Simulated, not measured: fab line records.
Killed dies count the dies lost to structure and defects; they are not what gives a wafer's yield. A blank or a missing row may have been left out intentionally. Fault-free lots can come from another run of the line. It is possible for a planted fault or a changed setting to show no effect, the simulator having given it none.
Comparing a struck lot with a sound one -- flow n5-finfet -- 27 out of 1938 route steps
Sound: the wafers L787.1, L787.3, L787.6. The struck wafers were L796.2, L796.4, L796.5. The cause is named last.
Each step with rows lists, per side, the tool, then ch with its chambers, then its first start. Under that, the readings that differ: sound wafers -- struck wafers -- difference of the means -- sigmas: that difference in standard deviations of wafers without a fault.
alike: readings with means less than 2 such deviations apart, plus words and numbers identical on both sides. not compared: withheld readings, readings lacking a value on some wafer, bounds such as >300 that could conceal the same value, and numbers that have no deviation in the record and whose values overlap.
The two part at a step that has a row with sigmas, a row that says differs or no value, or rows on one side only. Numbers that have no deviation but don't overlap get no sigmas and don't part them. Lack of a reading on every wafer of one side parts them only where that side has two or more wafers.

N5_BEOL_M15_STRIP_63: strips in O2.
  sound: rie-diel-06 ch 0,2,3; struck: rie-diel-02 ch 0,3
  alike: drypump-motor-current-A, oes-product-au, rf-vpp-V, showerhead-plenum-p-Torr, throttle-valve-pct
  not compared: rf-hours-counter-h
then, 3 steps without rows for these wafers: N5_BEOL_M15_STRIP_64 (strips in O2); N5_BEOL_M15_STRIP_65 (strips in post etch residue remover, time 60 s); N5_BEOL_M15_SRD_66 (time 30 s, dry time 30 s).
N5_BEOL_M15_CD_MEAS_17: target cd 360 nm.
  sound on cd-sem-02, day 11 21:17; struck on cd-sem-03, day 13 14:13
  alike: cd-nm
then, 7 steps without rows for these wafers: N5_BEOL_M15_COAT_56 (time 60 s, resist thk 550 nm); N5_BEOL_M15_ETCH_57 (etches SOC in N2/H2, time 750 s); N5_BEOL_M15_COAT_60 (time 60 s, resist thk 89 nm); N5_BEOL_M15_COAT_22 (resist thk 800 nm); N5_BEOL_M15_EBR_24; N5_BEOL_M15_SOFTBAKE_23 (time 60 s); N5_BEOL_M15_EXPOSE_25 (exposes mask M15, target cd 400 nm).
N5_BEOL_M15_PEB_26: peb time 90 s.
  sound on litho-track-03 ch 0, day 11 22:10; struck on litho-track-03 ch 0, day 13 14:59
then, 2 steps without rows for these wafers: N5_BEOL_M15_DEVELOP_27 (develop time 45 s); N5_BEOL_M15_HARDBAKE_32 (time 120 s).
N5_BEOL_M15_CD_MEAS_28: target cd 407.6 nm.
  sound on cd-sem-03 ch 0, day 11 22:17; struck on cd-sem-01 ch 0, day 13 15:06
reading,sound,struck,difference,sigmas
cd-nm (nm),407.9 408.1 407.3,413.4 413.6 412.9,+5.5,+4
N5_BEOL_M15_OVL_MEAS_29:
  sound on overlay-01 ch 0, day 11 22:19; struck on overlay-01 ch 0, day 13 15:08
  alike: M15_OVL
N5_BEOL_M15_INSPECT_30: inspects for defects (macro).
  sound on defect-inspect-01, day 11 22:20; struck on defect-inspect-01, day 13 15:09
  alike: raw-defect-count
N5_BEOL_M15_DESCUM_33: chemistry O2, time 7.9 s.
  sound on rie-diel-04 ch 0,1,3, day 11 22:22; struck on rie-diel-02 ch 0,1,3, day 13 15:11
reading,sound,struck,difference,sigmas
model.BEOL_M15.cd-nm (nm),408 408 407.4,413.2 413.6 413,+5.5,
  alike: drypump-motor-current-A, oes-product-au, rf-vpp-V, showerhead-plenum-p-Torr, throttle-valve-pct
  not compared: rf-hours-counter-h
N5_BEOL_M15_ETCH_61: etches BARC in N2/H2, target depth 89 nm, overetch 26.7 nm, time 67.9 s.
  sound on rie-diel-04 ch 0,1,3, day 11 22:24; struck on rie-diel-02 ch 0,1,3, day 13 15:13
  alike: drypump-motor-current-A, oes-product-au, rf-vpp-V, showerhead-plenum-p-Torr, throttle-valve-pct
  not compared: rf-hours-counter-h
N5_BEOL_M15_TRENCH_ETCH_34: etches SiO2 in C4F8/O2/Ar, target depth 872.93 nm, time 199 s.
  sound on rie-diel-04 ch 0,1,3, day 11 22:27; struck on rie-diel-02 ch 0,1,3, day 13 15:16
  alike: C4F8_flow_sccm, drypump-motor-current-A, oes_f_703_au, oes-product-au, rf-vpp-V, showerhead-plenum-p-Torr, throttle-valve-pct
  not compared: rf-hours-counter-h
N5_BEOL_M15_STRIP_36: strips in O2.
  sound on rie-diel-02 ch 1,2, day 12 02:13; struck on rie-diel-02 ch 1,2, day 13 17:37
  alike: drypump-motor-current-A, oes-product-au, rf-vpp-V, showerhead-plenum-p-Torr, throttle-valve-pct
  not compared: rf-hours-counter-h
then, 1 step without rows for these wafers: N5_BEOL_M15_STRIP_62 (strips in O2).
N5_BEOL_M15_STRIP_37: strips in O2.
  sound: rie-diel-02 ch 1,2; struck: rie-diel-02 ch 1,2
  alike: drypump-motor-current-A, oes-product-au, rf-vpp-V, showerhead-plenum-p-Torr, throttle-valve-pct
  not compared: rf-hours-counter-h
N5_BEOL_M15_ETCH_38: etches SiCN in CF4/N2, target depth 106.4 nm, time 120.5 s.
  sound: rie-diel-02 ch 1,2; struck: rie-diel-02 ch 1,2
reading,sound,struck,difference,sigmas
model.BEOL_M15.cd-nm (nm),399.2 399.6 401.2,406.4 405.8 404.6,+5.6,
  alike: drypump-motor-current-A, oes-product-au, rf-vpp-V, showerhead-plenum-p-Torr, throttle-valve-pct
  not compared: rf-hours-counter-h
then, 1 step without rows for these wafers: N5_BEOL_M15_PRECLEAN_39 (cleans in residue remover, time 60 s).
N5_PASSIVATION_PROBE_49:
  the record has rows for the sound wafers here (prober-02, day 12 19:25) and none for the struck ones

WHERE THEY PART
At N5_BEOL_M15_CD_MEAS_28 first; at N5_PASSIVATION_PROBE_49 last (within this record only).

WHY: whatever the simulator had introduced
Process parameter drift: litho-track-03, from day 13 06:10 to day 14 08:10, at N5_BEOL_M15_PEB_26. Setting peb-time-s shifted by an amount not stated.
